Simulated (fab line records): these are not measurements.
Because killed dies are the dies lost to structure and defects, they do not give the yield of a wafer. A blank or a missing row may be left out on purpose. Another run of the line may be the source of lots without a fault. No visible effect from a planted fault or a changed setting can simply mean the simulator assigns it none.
fab line records    flow nandHarc    part 2 of 2: steps 25 to 35 of 35
record lots=5  wafers=15  lastDay=25
route steps=1159 shown A_M1@1027 A_BONDPAD@1059
lots that met no fault: taken from a fault-free run of the same line
startH: the number of hours between the record's first day and the start of the first shown wafer of the lot    waitH: time in hours since the lot's previous step    " the same as in the row above    L1.1+2: several wafers, shown together as one row    - either no value or no given start    * or withheld: withheld    < > ~ a bound
route shown NAME@n: NAME is a module with steps in the file, n the number in the route of the first one    usual: the fault-free wafers' mean and standard deviation    same: alike in all rows    chamber/n: place in a boat    sites: the reading at each site    _std_site: standard deviation across them    _edge_site: the outer-site mean with the inner-site mean subtracted    radiusMm: for every site, how far away it sits from the centre of the wafer    mask NAME#n: copy n    behind: the last tool/chamber to shape the wafer    hold: reason for holding the lot/hours on hold/outcome of the hold    device: the transistor (n, p or np) that didn't switch    end of line: tests run on the same wafers once the route is complete    step lacking rows: just its recipe    killed: count of dies lost to structure and defects at first sort (not the wafer's yield)    map: shows each die of a wafer: x if killed, . if not, _ if none is there
set.NAME: the setting as run; set.NAME@STEP: as run at that earlier step    model.NAME: the simulator's own value behind a step, which no gauge read
certain route steps with their lots: each step a table, each wafer a row
services: the hour from which a tool's chamber was out of use, counted from the record's first day as startH (under 0 if before that day), plus the number of hours and why
## steps
# step NHARC_A_M1_ANNEAL_31
# recipe tempC=225  timeS=90
# usual annealTempC=224.99/0.18  wafer_temp_C_max=225.9/0.53
lot.wafer  tool          chamber  startH  waitH  annealTempC  wafer_temp_C_max
L078.1     rtpAnneal-02  0        412.24  -      224.86       225.7
L078.2     "             0        "       "      225.13       225.7
L078.6     "             0        "       "      225.04       225.5
L082.1     rtpAnneal-02  0        447.99  0.3    225.05       225.6
L082.4     "             0        "       "      225.15       225.6
L082.5     "             0        "       "      224.85       225.2
L091.1     rtpAnneal-01  0        516.92  -      225.17       226.1
L091.3     "             0        "       "      225.33       226.1
L091.5     "             0        "       "      224.97       226.3
L097.1     rtpAnneal-02  0        535.74  0.3    225.06       225.4
L097.2     "             0        "       "      224.70       225.4
L097.5     "             0        "       "      225.05       225.2
L096.1     rtpAnneal-01  0        547.54  0.3    224.49       226.6
L096.2     "             0        "       "      224.72       226.6
L096.6     "             0        "       "      224.56       226.7
# step NHARC_A_M1_CMP_23
# recipe tOverpolishS=20  targetThkNm=154.34
# usual motorCurrentA=12.2/1.3  timeToEndpointS=29.6/2
lot.wafer  tool    chamber  startH  waitH  motorCurrentA  timeToEndpointS
L078.2     cmp-02  2        412.59  -      13.0           27.7
L078.1     "       3        "       "      10.9           29.0
L078.6     "       2        "       "      12.5           30.6
L082.1     cmp-04  3        448.34  -      10.1           30.4
L082.4     "       0        "       "      12.5           32.7
L082.5     "       0        "       "      12.0           32.1
L091.3     cmp-02  1        517.29  -      13.6           30.3
L091.1     "       3        "       "      11.4           30.6
L091.5     "       1        "       "      14.1           32.4
L097.1     cmp-04  2        536.08  -      11.5           30.1
L097.2     "       1        "       "      13.4           29.7
L097.5     "       2        "       "      11.2           29.0
L096.1     cmp-01  2        547.89  -      12.7           30.8
L096.2     "       3        "       "      10.8           29.1
L096.6     "       2        "       "      13.0           33.3
# step NHARC_A_M1_THK_MEAS_24
# recipe thkMeasGauge=xrf
# usual thkNm=154.2/1.3
lot.wafer  tool          chamber  startH  waitH  thkNm
L078.1     filmMetro-01  -        412.90  -      153.1
L078.2     "             -        "       "      153.0
L078.6     "             -        "       "      154.9
L082.1     filmMetro-02  -        448.65  -      156.2
L082.4     "             -        "       "      157.0
L082.5     "             -        "       "      156.0
L091.1     filmMetro-01  -        517.58  -      156.7
L091.3     "             -        "       "      153.9
L091.5     "             -        "       "      153.4
L097.1     filmMetro-02  -        536.40  -      151.8
L097.2     "             -        "       "      153.2
L097.5     "             -        "       "      154.9
L096.1     filmMetro-02  -        548.20  -      153.7
L096.2     "             -        "       "      153.4
L096.6     "             -        "       "      155.3
# step NHARC_A_M1_SRD_25
lot.wafer   tool         chamber  startH  waitH
L078.2+1+6  wetBench-10  4,6,0    412.97  0.1
L082.4+5+1  wetBench-08  6,1,2    448.69  0.0
L091.3+1+5  wetBench-08  5,6,1    517.62  0.0
L097.2+5+1  wetBench-10  1,3,5    536.45  0.0
L096.6+1+2  wetBench-08  3,5,7    548.25  0.0
# step NHARC_A_M1_INSPECT_27
# usual rawDefectCount=454/130
lot.wafer  tool              chamber  startH  waitH  rawDefectCount
L078.1     defectInspect-02  -        413.08  0.0    327
L078.2     "                 -        "       "      523
L078.6     "                 -        "       "      553
L082.1     defectInspect-01  -        448.83  0.0    286
L082.4     "                 -        "       "      539
L082.5     "                 -        "       "      355
L091.1     defectInspect-01  -        517.74  0.0    665
L091.3     "                 -        "       "      564
L091.5     "                 -        "       "      375
L097.1     defectInspect-02  -        536.56  0.0    558
L097.2     "                 -        "       "      467
L097.5     "                 -        "       "      405
L096.1     defectInspect-01  -        548.36  0.0    496
L096.2     "                 -        "       "      619
L096.6     "                 -        "       "      758
# step NHARC_A_M1_PRE_CLEAN_32
# recipe timeS=12  tempC=370  rfPowerW=300  gas=NH3
# usual heaterPowerW=671/120  rfFwdPowerW=292.6/0.85
lot.wafer  tool      chamber  startH  waitH  heaterPowerW  rfFwdPowerW
L078.2     pecvd-04  0        413.15  0.1    607           292.6
L078.1     "         2        "       "      521           293.3
L078.6     "         2        "       "      519           293.6
L082.1     pecvd-01  2        449.41  0.6    516           293.2
L082.4     "         1        "       "      758           294.0
L082.5     "         2        "       "      521           292.1
L091.3     pecvd-01  1        518.31  0.6    760           293.3
L091.1     "         2        "       "      435           291.8
L091.5     "         0        "       "      823           292.4
L097.2     pecvd-02  1        536.64  0.1    557           292.8
L097.1     "         2        "       "      877           293.6
L097.5     "         1        "       "      554           292.0
L096.1     pecvd-02  2        548.44  0.1    816           292.4
L096.2     "         0        "       "      593           292.7
L096.6     "         2        "       "      816           293.0
# step NHARC_A_M1_DEP_33
# recipe targetThkA=300  tempC=370  targetThkNm=30  pressureTorr=3  flowSccm=200  rfW=450  material=SiCN
# usual heaterPowerW=620/120  rfFwdPowerW=448.8/1.3
lot.wafer  tool      chamber  startH  waitH  heaterPowerW  rfFwdPowerW
L078.2     pecvd-04  0        413.22  0.1    526           449.2
L078.1     "         2        "       "      521           450.9
L078.6     "         2        "       "      523           449.0
L082.1     pecvd-01  2        449.55  0.1    468           448.8
L082.4     "         1        "       "      720           448.6
L082.5     "         2        "       "      480           448.3
L091.3     pecvd-01  1        518.42  0.1    700           449.8
L091.1     "         2        "       "      435           448.8
L091.5     "         0        "       "      721           449.1
L097.2     pecvd-02  1        536.75  0.1    600           448.8
L097.1     "         2        "       "      842           448.0
L097.5     "         1        "       "      600           448.9
L096.1     pecvd-02  2        548.55  0.1    764           448.6
L096.2     "         0        "       "      600           447.7
L096.6     "         2        "       "      770           448.4
# step NHARC_A_BONDPAD_DEP_00
# recipe targetThkA=2500  tempC=370  targetThkNm=250  pressureTorr=3  flowSccm=200  rfW=450  material=SiCN
# usual heaterPowerW=585/110  rfFwdPowerW=448.7/1.3
lot.wafer  tool      chamber  startH  waitH  heaterPowerW  rfFwdPowerW
L078.1     pecvd-01  0        413.78  -      787           448.1
L078.2     "         1        "       "      706           445.4
L078.6     "         1        "       "      582           448.3
L082.1     pecvd-02  0        450.11  -      483           450.3
L082.4     "         1        "       "      592           448.0
L082.5     "         0        "       "      517           449.3
L091.1     pecvd-03  1        519.29  -      536           447.0
L091.3     "         2        "       "      422           447.1
L091.5     "         1        "       "      545           446.6
L097.2     pecvd-01  2        537.32  -      399           449.2
L097.1     "         0        "       "      792           449.1
L097.5     "         2        "       "      434           449.8
L096.1     pecvd-01  0        549.06  -      710           449.9
L096.2     "         1        "       "      665           447.8
L096.6     "         2        "       "      443           451.5
# step NHARC_A_BONDPAD_CMP_29
# recipe targetThkNm=200  material=SiCN
# usual motorCurrentA=12.1/1.3
lot.wafer  tool    chamber  startH  waitH  motorCurrentA
L078.2     cmp-01  2        414.18  -      14.1
L078.1     "       0        "       "      15.3
L078.6     "       3        "       "      11.4
L082.1     cmp-04  3        450.44  -      10.5
L082.4     "       0        "       "      12.3
L082.5     "       3        "       "      10.4
L091.3     cmp-03  0        519.75  -      10.4
L091.1     "       1        "       "      11.5
L091.5     "       2        "       "      12.9
L097.1     cmp-03  0        537.68  -      10.7
L097.2     "       2        "       "      12.1
L097.5     "       1        "       "      11.8
L096.1     cmp-01  3        549.47  -      11.3
L096.2     "       2        "       "      13.2
L096.6     "       3        "       "      10.7
# step NHARC_A_BONDPAD_THK_MEAS_30
# recipe thkMeasGauge=ellipsometry
# usual thkNm=200.3/1.3
lot.wafer  tool          chamber  startH  waitH  thkNm
L078.1     filmMetro-02  -        414.43  0.2    201.1
L078.2     "             -        "       "      199.6
L078.6     "             -        "       "      199.9
L082.1     filmMetro-01  -        450.67  0.2    201.4
L082.4     "             -        "       "      200.8
L082.5     "             -        "       "      201.5
L091.1     filmMetro-01  -        519.95  0.2    201.1
L091.3     "             -        "       "      202.0
L091.5     "             -        "       "      202.2
L097.1     filmMetro-01  -        537.93  0.2    200.4
L097.2     "             -        "       "      201.6
L097.5     "             -        "       "      200.6
L096.1     filmMetro-01  -        549.72  0.2    202.4
L096.2     "             -        "       "      202.6
L096.6     "             -        "       "      200.3
# step NHARC_A_BONDPAD_SRD_31
lot.wafer   tool         chamber  startH  waitH
L078.6+2+1  wetBench-08  3,5,0    414.47  0.0
L082.4+1+5  wetBench-08  2,3,4    450.73  0.1
L091.5+1+3  wetBench-08  0,1,2    520.00  0.0
L097.5+2+1  wetBench-10  3,4,6    537.98  0.0
L096.1+2+6  wetBench-10  0,2,4    549.76  0.0
## services
tool            chamber  startH  hours  kind
rieDiel-03      -        392.30  9.0    pm
pvdSputter-02   -        393.13  10.0   pm
pecvd-01        -        398.89  0.3    repair
wetBench-08     -        406.40  8.0    pm
arfiScanner-01  -        413.92  5.4    repair
pecvd-01        -        418.85  13.0   pm
wetBench-10     -        423.20  8.0    pm
arfiScanner-01  -        426.47  0.4    repair
pvdSputter-01   -        441.71  2.4    repair
lithoTrack-06   -        467.00  7.0    pm
pecvd-02        0        471.69  7.4    repair
rieDiel-11      2        474.17  2.4    repair
pecvd-02        -        482.18  2.3    repair
lithoTrack-04   -        491.00  7.0    pm
rieDiel-11      1        494.93  3.2    repair
pecvd-01        -        503.18  1.4    repair
rieDiel-02      -        504.70  9.0    pm
rieDiel-11      -        511.81  0.2    repair
pvdSputter-01   -        514.00  10.0   pm
pecvd-02        -        515.28  13.0   pm
rieDiel-03      2        516.17  1.5    repair
rieDiel-02      2        529.06  3.7    repair
rieDiel-11      1        539.57  2.2    repair
rieDiel-11      -        543.74  9.0    pm
